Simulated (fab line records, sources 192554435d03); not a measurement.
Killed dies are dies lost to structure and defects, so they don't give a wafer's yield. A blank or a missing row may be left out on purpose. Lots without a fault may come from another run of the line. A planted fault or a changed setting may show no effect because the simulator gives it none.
fab line records | flow n5_finfet
record lots=24 wafers=72 last_day=18
route steps=1938 shown BEOL_M3@948
lots that met no fault: from a run of the same line without faults
start_h: hours from the record's first day to the start of the lot's first wafer shown | wait_h: hours since the lot's step before | " the same as in the row above | L1.1+2: a row that stands for several wafers | - no value, or no start given | * or withheld: withheld | < > ~ a bound
route shown NAME@n: a module of which the file shows steps, and the number in the route of the first | usual: mean/standard deviation of fault-free wafers | same: alike in all rows | chamber/n: place in a boat | sites: the reading at each site | _std_site: their standard deviation | _edge_site: outer sites' mean less inner sites' | radius_mm: how far each site lies from the wafer's centre | mask NAME#n: copy n | behind: the tool/chamber that last shaped the wafer | hold: why the lot was held/for how many hours/how that ended | device: the transistor (n, p or np) that didn't switch | end of line: the same wafers' tests at the end of the route | a step without rows: its recipe alone | killed: dies lost to structure and defects at the first sort, not the wafer's yield | map: a wafer's dies, x killed, . not, _ none there
set.NAME: the setting as run; set.NAME@STEP: as run at that earlier step | model.NAME: the simulator's own value behind a step, which no gauge read
steps of the route over a sample of lots; a table a step, a row a wafer
services: from which hour (start_h, from the record's first day; less than 0 if before it) a tool's chamber was out of use, for how many hours, and why
## steps
# step N5_BEOL_M3_ETCH_74
# recipe chemistry=N2/H2 target=underlayer target_depth_a=65 mask_material=CAR-EUV time_s=5.2 ion_energy_ev=200 pressure_mtorr=30 source_w=840 bias_w=150 n2_flow_sccm=200 h2_flow_sccm=200 ends=cleared
# usual drypump_motor_current_A=5.7/0.58 etch_rf_on_time_s=5.20/0.12 oes_product_au=0.68/0.073 rf_vpp_V=523.6/2.4 showerhead_plenum_p_Torr=2.53/0.067 throttle_valve_pct=17.78/0.27
# columns lot.wafer tool chamber start_h wait_h drypump_motor_current_A etch_rf_on_time_s oes_product_au rf_hours_counter_h rf_vpp_V showerhead_plenum_p_Torr throttle_valve_pct
L074.1 rie_diel-04 0 151.19 0.0 5.7 5.29 0.56 235 527.4 2.62 18.48
L074.4 " 3 " " 6.6 5.29 0.62 179 518.1 2.43 18.13
L074.5 " 1 " " 6.5 5.20 0.68 - 522.8 2.55 17.81
L075.4 rie_diel-03 0 156.08 0.0 5.0 5.22 0.72 61 522.7 2.58 17.37
L075.5 " 0 " " 5.1 5.24 0.74 - 523.4 2.58 17.40
L075.6 " 3 " " 6.2 5.38 0.61 - 523.8 2.62 17.70
L076.2 rie_diel-03 1 157.94 0.0 5.3 5.00 0.66 164 521.2 2.54 17.73
L076.3 " 2 " " 5.5 5.32 0.61 217 521.4 2.40 17.99
L076.4 " 3 " " 6.2 5.29 0.62 196 527.0 2.62 17.70
L077.1 rie_diel-03 1 162.83 0.0 5.3 5.01 0.66 165 526.1 2.54 17.73
L077.2 " 3 " " 6.2 5.28 0.62 197 528.1 2.62 17.71
L077.4 " 0 " " 5.0 5.17 0.74 62 525.6 2.58 17.40
L078.1 rie_diel-01 0 166.18 0.0 4.8 5.19 0.76 40 527.6 2.58 17.56
L078.4 " 3 " " 6.4 5.20 0.75 52 521.9 2.48 17.67
L078.6 " 3 " " 6.4 5.19 0.74 - 523.2 2.48 17.65
L079.1 rie_diel-04 0 175.08 0.0 5.7 5.19 0.58 243 526.1 2.62 18.50
L079.3 " 1 " " 6.5 5.20 0.67 103 523.9 2.55 17.80
L079.6 " 2 " " 5.7 5.26 0.76 - 527.2 2.62 18.04
L080.3 rie_diel-03 1 176.73 0.0 5.3 5.05 0.65 169 521.2 2.54 17.72
L080.4 " 2 " " 5.5 5.39 0.58 223 521.2 2.40 18.03
L080.5 " 3 " " 6.2 5.24 0.61 - 526.6 2.62 17.69
L081.2 rie_diel-01 2 186.18 0.0 6.1 4.95 0.82 18 521.0 2.51 17.50
L081.3 " 1 " " 5.2 5.21 0.61 210 524.0 2.51 18.23
L081.5 " 0 " " 4.8 5.20 0.75 - 524.3 2.57 17.54
L082.3 rie_diel-03 0 195.32 0.0 5.0 5.19 0.71 71 523.6 2.57 17.40
L082.4 " 2 " " 5.5 5.37 0.58 228 517.2 2.40 17.99
L082.5 " 0 " " 5.0 5.14 0.73 - 525.0 2.57 17.40
L083.2 rie_diel-03 0 196.49 0.0 5.0 5.12 0.73 72 524.3 2.57 17.41
L083.5 " 3 " " 6.3 5.34 0.61 - 528.2 2.62 17.70
L083.6 " 2 " " 5.5 5.38 0.58 - 520.9 2.40 18.04
L084.2 rie_diel-01 1 202.46 0.0 5.2 5.20 0.60 216 521.2 2.51 18.22
L084.3 " 2 " " 6.1 4.98 0.82 22 521.2 2.51 17.52
L084.6 " 1 " " 5.2 5.24 0.60 - 522.7 2.51 18.24
L085.2 rie_diel-03 1 211.96 0.0 5.3 5.06 0.65 179 523.0 2.53 17.75
L085.5 " 1 " " 5.3 5.06 0.64 - 522.7 2.53 17.77
L085.6 " 0 " " 5.1 5.20 0.71 - 526.3 2.57 17.42
L086.1 rie_diel-01 1 213.18 0.0 5.2 5.09 0.61 219 522.0 2.51 18.22
L086.3 " 0 " " 4.8 5.08 0.74 54 524.5 2.57 17.57
L086.5 " 3 " " 6.4 5.18 0.73 - 521.9 2.48 17.71
L087.1 rie_diel-01 3 228.39 0.0 6.4 5.21 0.73 71 522.4 2.48 17.71
L087.5 " 2 " " 6.1 5.00 0.79 - 523.0 2.50 17.50
L087.6 " 1 " " 5.2 5.25 0.61 - 521.9 2.51 18.20
L088.1 rie_diel-04 1 235.27 0.0 6.6 5.26 0.65 118 523.4 2.54 17.86
L088.3 " 3 " " 6.6 5.30 0.60 207 520.5 2.42 18.22
L088.4 " 2 " " 5.7 5.32 0.72 40 525.9 2.61 18.13
L090.2 rie_diel-03 0 236.06 0.0 5.0 5.14 0.71 83 522.8 2.57 17.42
L090.3 " 2 " " 5.5 5.40 0.58 240 518.6 2.39 18.03
L090.5 " 1 " " 5.3 5.05 0.63 - 523.6 2.53 17.77
L089.1 rie_diel-01 3 236.38 0.0 6.4 5.25 0.70 74 521.2 2.47 17.72
L089.4 " 0 " " 4.8 5.17 0.73 62 523.4 2.57 17.60
L089.5 " 1 " " 5.2 5.21 0.59 - 522.7 2.51 18.20
L091.2 rie_diel-03 3 241.09 0.0 6.2 5.32 0.60 220 526.1 2.61 17.74
L091.3 " 0 " " 5.1 5.13 0.70 85 524.0 2.57 17.44
L091.6 " 3 " " 6.2 5.30 0.60 - 526.7 2.61 17.76
L092.1 rie_diel-03 2 253.45 0.0 5.5 5.42 0.57 245 518.5 2.39 18.04
L092.2 " 1 " " 5.3 5.07 0.63 191 524.1 2.53 17.77
L092.3 " 3 " " 6.3 5.33 0.59 224 524.0 2.61 17.75
L093.3 rie_diel-01 3 256.28 0.0 6.4 5.29 0.71 81 520.9 2.47 17.74
L093.4 " 1 " " 5.2 5.20 0.59 232 521.9 2.50 18.25
L093.6 " 0 " " 4.8 5.19 0.72 - 525.2 2.56 17.61
L094.1 rie_diel-04 2 261.56 0.0 5.7 5.29 0.72 48 526.8 2.60 18.13
L094.5 " 1 " " 6.5 5.17 0.65 - 525.5 2.54 17.84
L094.6 " 0 " " 5.7 5.08 0.79 - 526.8 2.61 18.06
L095.2 rie_diel-01 2 266.62 0.0 6.1 5.06 0.77 43 522.0 2.50 17.56
L095.3 " 0 " " 4.8 5.23 0.72 71 525.9 2.56 17.61
L095.4 " 1 " " 5.2 5.23 0.58 235 523.0 2.50 18.21
L096.2 rie_diel-03 0 271.48 0.0 5.0 5.07 0.70 96 525.6 2.56 17.43
L096.4 " 0 " " 5.0 5.08 0.71 - 524.9 2.56 17.43
L096.6 " 3 " " 6.2 5.20 0.60 - 526.8 2.61 17.75
L097.3 rie_diel-01 2 285.17 0.0 6.2 5.06 0.76 48 521.7 2.50 17.57
L097.5 " 3 " " 6.4 5.19 0.72 - 522.3 2.47 17.74
L097.6 " 2 " " 6.1 5.05 0.77 - 522.1 2.50 17.57
# step N5_BEOL_M3_STRIP_19
# recipe chemistry=O2 power_w=400 temp_c=40 pressure_mtorr=30 rf_frequency_hz=6e+07 bias_power_w=0 overash_fraction=0.2 o2_flow_sccm=225
# usual drypump_motor_current_A=5.8/0.61 oes_product_au=0.81/0.093 rf_vpp_V=3.7/0.51 showerhead_plenum_p_Torr=2.08/0.054 throttle_valve_pct=16.6/0.31
# columns lot.wafer tool chamber start_h wait_h drypump_motor_current_A oes_product_au rf_hours_counter_h rf_vpp_V showerhead_plenum_p_Torr throttle_valve_pct
L074.1 rie_diel-03 3 151.68 0.2 6.3 0.73 194 3.7 2.18 16.7
L074.4 " 0 " " 5.0 0.88 59 3.5 2.13 16.2
L074.5 " 0 " " 5.0 0.87 - 3.7 2.13 16.2
L075.4 rie_diel-03 2 156.67 0.2 5.5 0.68 217 3.4 2.01 17.0
L075.5 " 3 " " 6.3 0.73 - 3.5 2.18 16.7
L075.6 " 0 " " 5.0 0.86 - 3.4 2.13 16.2
L076.2 rie_diel-01 3 158.26 0.1 6.4 0.89 50 3.5 2.05 16.5
L076.3 " 1 " " 5.2 0.70 201 3.8 2.07 17.0
L076.4 " 0 " " 4.8 0.90 38 3.7 2.12 16.4
L077.1 rie_diel-01 1 163.22 0.1 5.2 0.71 202 4.0 2.07 17.0
L077.2 " 3 " " 6.4 0.88 51 4.8 2.05 16.5
L077.4 " 2 " " 6.1 0.98 10 4.1 2.03 16.1
L078.1 rie_diel-01 1 166.66 0.2 5.2 0.70 204 4.6 2.07 17.0
L078.4 " 3 " " 6.4 0.89 52 3.9 2.05 16.5
L078.6 " 0 " " 4.7 0.89 - 3.4 2.12 16.4
L079.1 rie_diel-01 2 175.40 0.1 6.1 0.97 14 3.0 2.03 16.1
L079.3 " 3 " " 6.4 0.88 55 3.7 2.05 16.5
L079.6 " 0 " " 4.7 0.90 - 3.6 2.12 16.4
L080.3 rie_diel-04 0 177.06 0.1 5.7 0.66 244 3.9 2.14 17.2
L080.4 " 3 " " 6.6 0.72 187 3.6 2.01 17.0
L080.5 " 3 " " 6.6 0.72 - 4.3 2.01 17.1
L081.2 rie_diel-01 1 186.51 0.1 5.2 0.71 210 3.5 2.07 17.0
L081.3 " 3 " " 6.4 0.87 59 4.1 2.04 16.5
L081.5 " 3 " " 6.4 0.87 - 4.5 2.04 16.5
L082.3 rie_diel-03 0 195.64 0.1 5.0 0.87 72 3.3 2.12 16.3
L082.4 " 2 " " 5.5 0.68 228 4.5 2.00 17.0
L082.5 " 1 " " 5.3 0.75 - 3.5 2.07 16.4
L083.2 rie_diel-01 3 196.82 0.1 6.4 0.87 61 3.8 2.04 16.5
L083.5 " 1 " " 5.2 0.70 - 4.2 2.07 17.0
L083.6 " 0 " " 4.8 0.88 - 3.3 2.12 16.4
L084.2 rie_diel-03 3 202.78 0.1 6.2 0.72 209 3.6 2.18 16.8
L084.3 " 0 " " 5.1 0.85 74 3.5 2.12 16.3
L084.6 " 0 " " 5.0 0.85 - 3.8 2.12 16.3
L085.2 rie_diel-03 3 212.28 0.1 6.3 0.72 212 3.4 2.17 16.7
L085.5 " 1 " " 5.3 0.74 - 4.2 2.07 16.5
L085.6 " 0 " " 5.0 0.84 - 3.0 2.12 16.3
L086.1 rie_diel-04 2 213.50 0.1 5.7 0.87 31 3.8 2.16 16.8
L086.3 " 3 " " 6.6 0.71 198 3.8 2.01 17.1
L086.5 " 1 " " 6.5 0.78 - 3.8 2.11 16.7
L087.1 rie_diel-04 0 228.73 0.1 5.8 0.95 5 2.9 2.14 16.8
L087.5 " 2 " " 5.7 0.85 - 4.3 2.16 16.8
L087.6 " 0 " " 5.7 0.96 - 3.7 2.14 16.8
L088.1 rie_diel-04 2 235.60 0.1 5.7 0.86 40 2.9 2.16 16.8
L088.3 " 3 " " 6.6 0.70 207 4.1 2.00 17.1
L088.4 " 1 " " 6.5 0.78 118 3.6 2.11 16.7
L090.2 rie_diel-04 3 236.40 0.1 6.6 0.70 207 3.2 2.01 17.1
L090.3 " 0 " " 5.7 0.96 8 3.0 2.14 16.8
L090.5 " 1 " " 6.5 0.78 - 4.0 2.11 16.7
L089.1 rie_diel-03 2 236.82 0.2 5.5 0.68 241 3.4 2.00 17.0
L089.4 " 0 " " 5.0 0.84 83 4.1 2.12 16.3
L089.5 " 1 " " 5.3 0.74 - 3.5 2.06 16.5
L091.2 rie_diel-03 0 241.47 0.1 5.0 0.83 85 4.2 2.12 16.3
L091.3 " 2 " " 5.5 0.68 242 3.2 2.00 17.0
L091.6 " 2 " " 5.5 0.67 - 3.7 2.00 17.0
L092.1 rie_diel-01 3 253.78 0.1 6.4 0.84 80 2.9 2.04 16.5
L092.2 " 1 " " 5.2 0.68 231 3.8 2.06 17.0
L092.3 " 2 " " 6.1 0.92 39 4.1 2.02 16.1
L093.3 rie_diel-04 1 256.69 0.1 6.5 0.78 125 3.5 2.10 16.7
L093.4 " 3 " " 6.6 0.70 213 3.3 2.00 17.1
L093.6 " 1 " " 6.5 0.78 - 3.7 2.10 16.7
L094.1 rie_diel-04 1 261.88 0.1 6.5 0.78 126 4.1 2.10 16.7
L094.5 " 3 " " 6.6 0.69 - 3.5 2.00 17.1
L094.6 " 0 " " 5.7 0.92 - 3.3 2.13 16.8
L095.2 rie_diel-04 2 266.95 0.1 5.7 0.85 49 4.5 2.15 16.8
L095.3 " 0 " " 5.7 0.92 16 2.9 2.13 16.8
L095.4 " 1 " " 6.5 0.79 127 4.3 2.10 16.7
L096.2 rie_diel-01 1 271.90 0.1 5.2 0.68 237 4.1 2.06 17.1
L096.4 " 3 " " 6.4 0.84 85 4.7 2.04 16.5
L096.6 " 2 " " 6.1 0.91 - 4.0 2.02 16.2
L097.3 rie_diel-01 2 285.49 0.1 6.1 0.90 48 3.8 2.02 16.2
L097.5 " 0 " " 4.7 0.85 - 3.9 2.11 16.5
L097.6 " 1 " " 5.2 0.68 - 3.9 2.06 17.1
# step N5_BEOL_M3_INSPECT_30
# recipe mode=adi inspect_instrument=brightfield
# usual raw_defect_count=371/69
# columns lot.wafer tool chamber start_h wait_h raw_defect_count
L074.1 defect_inspect-01 - 152.38 0.1 390
L074.4 " - " " 316
L074.5 " - " " 399
L075.4 defect_inspect-02 - 157.15 0.0 378
L075.5 " - " " 369
L075.6 " - " " 475
L076.2 defect_inspect-01 - 158.74 0.0 308
L076.3 " - " " 415
L076.4 " - " " 463
L077.1 defect_inspect-01 - 163.83 0.1 461
L077.2 " - " " 381
L077.4 " - " " 350
L078.1 defect_inspect-01 - 167.26 0.1 236
L078.4 " - " " 253
L078.6 " - " " 299
L079.1 defect_inspect-02 - 176.00 0.1 384
L079.3 " - " " 273
L079.6 " - " " 308
L080.3 defect_inspect-02 - 177.53 0.0 346
L080.4 " - " " 449
L080.5 " - " " 404
L081.2 defect_inspect-01 - 187.11 0.0 492
L081.3 " - " " 494
L081.5 " - " " 351
L082.3 defect_inspect-01 - 196.12 0.0 303
L082.4 " - " " 396
L082.5 " - " " 288
L083.2 defect_inspect-01 - 197.30 0.0 314
L083.5 " - " " 307
L083.6 " - " " 357
L084.2 defect_inspect-01 - 203.26 0.0 353
L084.3 " - " " 266
L084.6 " - " " 380
L085.2 defect_inspect-01 - 212.76 0.0 315
L085.5 " - " " 364
L085.6 " - " " 286
L086.1 defect_inspect-01 - 214.10 0.1 309
L086.3 " - " " 448
L086.5 " - " " 315
L087.1 defect_inspect-01 - 229.33 0.1 302
L087.5 " - " " 498
L087.6 " - " " 328
L088.1 defect_inspect-02 - 236.21 0.1 463
L088.3 " - " " 399
L088.4 " - " " 297
L090.2 defect_inspect-01 - 236.90 0.0 305
L090.3 " - " " 335
L090.5 " - " " 308
L089.1 defect_inspect-02 - 237.29 0.1 433
L089.4 " - " " 340
L089.5 " - " " 491
L091.2 defect_inspect-01 - 241.94 0.0 325
L091.3 " - " " 291
L091.6 " - " " 368
L092.1 defect_inspect-02 - 254.38 0.1 288
L092.2 " - " " 280
L092.3 " - " " 291
L093.3 defect_inspect-02 - 257.29 0.0 346
L093.4 " - " " 441
L093.6 " - " " 375
L094.1 defect_inspect-02 - 262.48 0.1 415
L094.5 " - " " 527
L094.6 " - " " 454
L095.2 defect_inspect-02 - 267.55 0.0 388
L095.3 " - " " 379
L095.4 " - " " 341
L096.2 defect_inspect-02 - 272.58 0.2 445
L096.4 " - " " 412
L096.6 " - " " 338
L097.3 defect_inspect-02 - 286.10 0.0 419
L097.5 " - " " 375
L097.6 " - " " 361
# step N5_BEOL_M3_ETCH_69
# recipe chemistry=CF4 target=SiARC target_depth_a=156 mask_material=CAR-EUV time_s=26 ion_energy_ev=80 pressure_mtorr=40 source_w=545 bias_w=36 Ar_flow_sccm=100 cf4_flow_sccm=100 ends=cleared
# usual drypump_motor_current_A=5.7/0.58 etch_rf_on_time_s=26.3/0.75 oes_product_au=0.67/0.079 rf_vpp_V=184.0/1.1 showerhead_plenum_p_Torr=2.14/0.062 throttle_valve_pct=15.60/0.26
# columns lot.wafer tool chamber start_h wait_h drypump_motor_current_A etch_rf_on_time_s oes_product_au rf_hours_counter_h rf_vpp_V showerhead_plenum_p_Torr throttle_valve_pct
L074.1 rie_diel-04 3 152.47 0.0 6.6 26.5 0.62 179 183.5 2.04 15.87
L074.4 " 1 " " 6.5 26.7 0.67 96 183.7 2.16 15.60
L074.5 " 3 " " 6.6 26.4 0.62 - 182.1 2.04 15.87
L075.4 rie_diel-01 0 157.53 0.0 4.7 25.9 0.77 37 183.4 2.18 15.37
L075.5 " 0 " " 4.8 26.1 0.76 - 185.0 2.18 15.39
L075.6 " 1 " " 5.2 26.3 0.61 - 183.4 2.10 15.89
L076.2 rie_diel-01 2 158.83 0.0 6.1 24.8 0.84 8 182.0 2.10 15.19
L076.3 " 3 " " 6.4 26.2 0.75 50 183.7 2.10 15.43
L076.4 " 0 " " 4.7 25.8 0.77 38 184.0 2.18 15.40
L077.1 rie_diel-03 1 163.91 0.0 5.3 25.2 0.65 165 183.8 2.14 15.48
L077.2 " 0 " " 5.0 25.9 0.73 62 184.0 2.17 15.16
L077.4 " 2 " " 5.6 27.3 0.58 219 182.1 2.04 15.85
L078.1 rie_diel-03 3 167.38 0.0 6.3 26.9 0.61 199 184.9 2.22 15.71
L078.4 " 1 " " 5.3 25.1 0.66 167 183.2 2.14 15.47
L078.6 " 2 " " 5.5 26.9 0.59 - 183.2 2.04 15.85
L079.1 rie_diel-03 3 176.09 0.0 6.2 26.8 0.62 201 182.7 2.22 15.70
L079.3 " 1 " " 5.3 25.3 0.64 169 184.4 2.14 15.47
L079.6 " 0 " " 5.0 25.9 0.73 - 184.8 2.17 15.17
L080.3 rie_diel-01 2 177.67 0.0 6.1 24.7 0.83 15 183.1 2.10 15.19
L080.4 " 3 " " 6.4 26.2 0.74 56 184.4 2.10 15.44
L080.5 " 2 " " 6.1 24.6 0.82 - 185.8 2.10 15.18
L081.2 rie_diel-01 3 187.19 0.0 6.4 26.2 0.75 59 185.0 2.10 15.43
L081.3 " 2 " " 6.1 24.5 0.83 18 183.3 2.10 15.19
L081.5 " 1 " " 5.2 25.6 0.61 - 183.5 2.10 15.89
L082.3 rie_diel-03 2 196.39 0.0 5.5 27.0 0.58 228 182.8 2.04 15.89
L082.4 " 0 " " 5.0 25.9 0.72 72 183.5 2.17 15.19
L082.5 " 0 " " 5.0 26.0 0.72 - 186.5 2.17 15.18
L083.2 rie_diel-03 1 197.38 0.0 5.3 25.2 0.64 175 183.3 2.14 15.49
L083.5 " 2 " " 5.5 27.1 0.58 - 184.8 2.04 15.88
L083.6 " 1 " " 5.3 25.4 0.64 - 183.6 2.14 15.48
L084.2 rie_diel-03 1 203.57 0.0 5.3 25.7 0.64 177 184.0 2.14 15.50
L084.3 " 3 " " 6.2 27.2 0.60 209 184.6 2.22 15.72
L084.6 " 0 " " 5.0 26.1 0.72 - 183.9 2.17 15.19
L085.2 rie_diel-01 0 212.85 0.0 4.7 25.8 0.76 54 183.7 2.17 15.42
L085.5 " 3 " " 6.4 26.1 0.73 - 183.6 2.09 15.44
L085.6 " 2 " " 6.1 24.8 0.81 - 181.9 2.10 15.19
L086.1 rie_diel-03 1 214.19 0.0 5.3 25.2 0.65 180 184.0 2.13 15.50
L086.3 " 0 " " 5.0 25.7 0.72 77 184.4 2.16 15.18
L086.5 " 3 " " 6.3 27.0 0.60 - 185.1 2.22 15.72
L087.1 rie_diel-04 0 229.63 0.0 5.7 25.2 0.82 5 184.5 2.20 15.78
L087.5 " 3 " " 6.6 26.9 0.60 - 182.8 2.03 15.91
L087.6 " 2 " " 5.7 26.9 0.72 - 183.4 2.20 15.67
L088.1 rie_diel-04 3 236.29 0.0 6.6 26.8 0.60 207 183.1 2.03 15.93
L088.3 " 0 " " 5.7 25.2 0.81 8 185.5 2.19 15.78
L088.4 " 1 " " 6.5 26.9 0.65 119 184.8 2.16 15.63
L090.2 rie_diel-04 0 236.99 0.0 5.7 25.4 0.81 8 184.1 2.19 15.76
L090.3 " 3 " " 6.6 26.8 0.60 207 183.4 2.03 15.91
L090.5 " 3 " " 6.6 27.0 0.60 - 183.3 2.03 15.93
L089.1 rie_diel-03 1 237.38 0.0 5.3 25.6 0.63 187 183.1 2.13 15.51
L089.4 " 2 " " 5.5 27.4 0.57 241 182.4 2.04 15.89
L089.5 " 2 " " 5.5 27.4 0.56 - 182.6 2.04 15.89
L091.2 rie_diel-03 2 242.16 0.0 5.5 27.4 0.57 242 181.8 2.04 15.91
L091.3 " 0 " " 5.0 26.1 0.71 85 184.5 2.16 15.22
L091.6 " 0 " " 5.0 26.2 0.71 - 185.1 2.16 15.22
L092.1 rie_diel-04 1 254.47 0.0 6.5 26.9 0.65 124 183.6 2.15 15.62
L092.2 " 3 " " 6.6 26.7 0.59 213 183.3 2.03 15.92
L092.3 " 2 " " 5.7 27.1 0.70 46 182.7 2.19 15.68
L093.3 rie_diel-01 0 257.37 0.0 4.8 25.9 0.72 69 186.7 2.17 15.44
L093.4 " 3 " " 6.4 26.5 0.71 81 183.1 2.09 15.49
L093.6 " 0 " " 4.7 25.9 0.72 - 185.0 2.17 15.45
L094.1 rie_diel-03 0 262.57 0.0 5.0 25.6 0.71 91 183.6 2.16 15.21
L094.5 " 3 " " 6.2 26.8 0.60 - 185.3 2.21 15.75
L094.6 " 0 " " 5.0 26.0 0.71 - 183.9 2.16 15.21
L095.2 rie_diel-04 1 267.78 0.0 6.5 26.9 0.64 127 183.1 2.15 15.64
L095.3 " 3 " " 6.6 26.9 0.59 216 182.9 2.03 15.96
L095.4 " 0 " " 5.7 25.5 0.79 16 185.6 2.19 15.80
L096.2 rie_diel-03 3 272.69 0.0 6.2 27.0 0.59 233 183.5 2.21 15.75
L096.4 " 3 " " 6.2 27.1 0.59 - 185.5 2.21 15.74
L096.6 " 0 " " 5.0 26.0 0.70 - 184.6 2.16 15.24
L097.3 rie_diel-03 2 286.18 0.0 5.5 26.3 0.83 2 186.3 2.29 15.37
L097.5 " 0 " " 5.0 26.0 0.70 - 182.8 2.16 15.25
L097.6 " 3 " " 6.3 27.0 0.59 - 185.6 2.21 15.78
# step N5_BEOL_M3_PRE_CLEAN_45
# recipe gas=H2/He time_s=30 temp_c=250
# usual heater_power_w=332/20
# columns lot.wafer tool chamber start_h wait_h heater_power_w
L074.1 pvd_sputter-03 - 157.56 0.0 335
L074.4 " - " " 353
L074.5 " - " " 356
L075.4 pvd_sputter-03 - 162.70 0.0 333
L075.5 " - " " 322
L075.6 " - " " 361
L076.2 pvd_sputter-03 - 165.74 0.0 328
L076.3 " - " " 315
L076.4 " - " " 343
L077.1 pvd_sputter-01 - 165.98 0.0 332
L077.2 " - " " 315
L077.4 " - " " 310
L078.1 pvd_sputter-01 - 168.96 0.0 328
L078.4 " - " " 309
L078.6 " - " " 327
L079.1 pvd_sputter-01 - 178.82 0.0 307
L079.3 " - " " 307
L079.6 " - " " 308
L080.3 pvd_sputter-01 - 181.66 0.0 339
L080.4 " - " " 315
L080.5 " - " " 328
L081.2 pvd_sputter-01 - 190.15 0.0 325
L081.3 " - " " 307
L081.5 " - " " 320
L082.3 pvd_sputter-01 - 198.07 0.0 322
L082.4 " - " " 326
L082.5 " - " " 335
L083.2 pvd_sputter-02 - 207.95 0.0 418
L083.5 " - " " 348
L083.6 " - " " 338
L084.2 pvd_sputter-02 - 212.27 0.0 331
L084.3 " - " " 411
L084.6 " - " " 353
L085.2 pvd_sputter-01 - 215.30 0.0 299
L085.5 " - " " 318
L085.6 " - " " 304
L086.1 pvd_sputter-01 - 219.20 0.0 317
L086.3 " - " " 331
L086.5 " - " " 339
L087.1 pvd_sputter-02 - 235.05 0.0 323
L087.5 " - " " 366
L087.6 " - " " 324
L090.2 pvd_sputter-01 - 242.66 0.0 325
L090.3 " - " " 338
L090.5 " - " " 344
L088.1 pvd_sputter-03 - 246.64 0.0 330
L088.3 " - " " 346
L088.4 " - " " 322
L089.1 pvd_sputter-01 - 249.84 0.0 305
L089.4 " - " " 327
L089.5 " - " " 328
L091.2 pvd_sputter-01 - 252.74 0.0 312
L091.3 " - " " 333
L091.6 " - " " 331
L092.1 pvd_sputter-03 - 256.20 0.0 329
L092.2 " - " " 324
L092.3 " - " " 354
L093.3 pvd_sputter-01 - 261.83 0.0 336
L093.4 " - " " 330
L093.6 " - " " 298
L094.1 pvd_sputter-03 - 266.34 0.0 351
L094.5 " - " " 335
L094.6 " - " " 350
L095.2 pvd_sputter-02 - 276.81 0.0 335
L095.3 " - " " 336
L095.4 " - " " 409
L096.2 pvd_sputter-02 - 293.11 0.0 323
L096.4 " - " " 345
L096.6 " - " " 355
L097.3 pvd_sputter-01 - 296.76 0.0 334
L097.5 " - " " 319
L097.6 " - " " 334
# step N5_BEOL_M3_CO_CAP_55
# recipe material=Co target_thk_a=20 temp_c=200 precursor=CCTBA/H2 pressure_torr=30 time_s=102.1
# usual heater_power_w=241/40
# columns lot.wafer tool chamber start_h wait_h heater_power_w
L074.1 cvd_co-02 1 160.98 0.0 303
L074.4 " 0 " " 237
L074.5 " 2 " " 196
L075.4 cvd_co-01 2 166.12 0.0 179
L075.5 " 1 " " 261
L075.6 " 0 " " 254
L076.2 cvd_co-02 2 169.00 0.0 197
L076.3 " 0 " " 236
L076.4 " 2 " " 197
L077.1 cvd_co-02 0 169.43 0.0 231
L077.2 " 2 " " 197
L077.4 " 2 " " 204
L078.1 cvd_co-02 2 172.31 0.0 200
L078.4 " 0 " " 237
L078.6 " 1 " " 306
L079.1 cvd_co-01 0 182.16 0.0 258
L079.3 " 1 " " 253
L079.6 " 1 " " 250
L080.3 cvd_co-02 2 185.51 0.0 196
L080.4 " 1 " " 310
L080.5 " 2 " " 201
L081.2 cvd_co-01 1 193.38 0.0 256
L081.3 " 0 " " 255
L081.5 " 1 " " 257
L082.3 cvd_co-01 2 204.94 0.0 185
L082.4 " 2 " " 189
L082.5 " 1 " " 261
L083.2 cvd_co-02 1 211.18 0.0 311
L083.5 " 1 " " 306
L083.6 " 2 " " 202
L084.2 cvd_co-01 0 215.48 0.0 260
L084.3 " 2 " " 183
L084.6 " 1 " " 256
L085.2 cvd_co-02 1 218.67 0.0 307
L085.5 " 2 " " 196
L085.6 " 1 " " 307
L086.1 cvd_co-02 2 222.48 0.0 197
L086.3 " 1 " " 300
L086.5 " 0 " " 235
L087.1 cvd_co-01 1 238.54 0.0 260
L087.5 " 1 " " 265
L087.6 " 0 " " 263
L090.2 cvd_co-02 2 248.11 0.0 205
L090.3 " 1 " " 304
L090.5 " 2 " " 196
L088.1 cvd_co-02 1 249.96 0.0 299
L088.3 " 0 " " 237
L088.4 " 0 " " 228
L089.1 cvd_co-01 2 253.06 0.0 184
L089.4 " 1 " " 251
L089.5 " 0 " " 256
L091.2 cvd_co-01 2 256.00 0.0 180
L091.3 " 0 " " 257
L091.6 " 0 " " 255
L092.1 cvd_co-01 1 259.45 0.0 258
L092.2 " 2 " " 185
L092.3 " 0 " " 263
L093.3 cvd_co-01 2 266.59 0.0 184
L093.4 " 2 " " 185
L093.6 " 0 " " 251
L094.1 cvd_co-02 1 269.62 0.0 302
L094.5 " 0 " " 234
L094.6 " 1 " " 315
L095.2 cvd_co-02 2 281.03 0.0 201
L095.3 " 1 " " 313
L095.4 " 1 " " 298
L096.2 cvd_co-01 2 296.64 0.0 187
L096.4 " 0 " " 255
L096.6 " 1 " " 264
L097.3 cvd_co-02 0 302.34 0.0 237
L097.5 " 0 " " 233
L097.6 " 1 " " 294
## services
# columns tool chamber start_h hours kind
rie_diel-04 1 129.49 9.0 repair
rie_diel-04 0 130.52 10.4 repair
rie_diel-04 1 139.52 4.0 repair
cvd_co-02 - 145.64 0.6 repair
rie_diel-04 0 197.34 - clean
rie_diel-04 0 197.34 - consumable_replace:focus_ring
rie_diel-04 0 197.34 18.8 scheduled_down
rie_diel-04 0 197.34 18.8 vent_cycle
rie_diel-04 1 221.30 13.8 repair
cvd_co-01 2 231.54 18.0 repair
rie_diel-01 1 240.27 4.0 repair
rie_diel-03 2 265.86 - clean
rie_diel-03 2 265.86 - consumable_replace:focus_ring
rie_diel-03 2 265.86 - consumable_replace:showerhead
rie_diel-03 2 265.86 14.9 scheduled_down
rie_diel-03 2 265.86 14.9 vent_cycle
cvd_co-01 2 272.90 5.4 repair
rie_diel-04 2 273.35 7.5 repair
cvd_co-02 - 276.61 2.8 pm
pvd_sputter-02 - 279.52 3.8 repair
## key
fault none
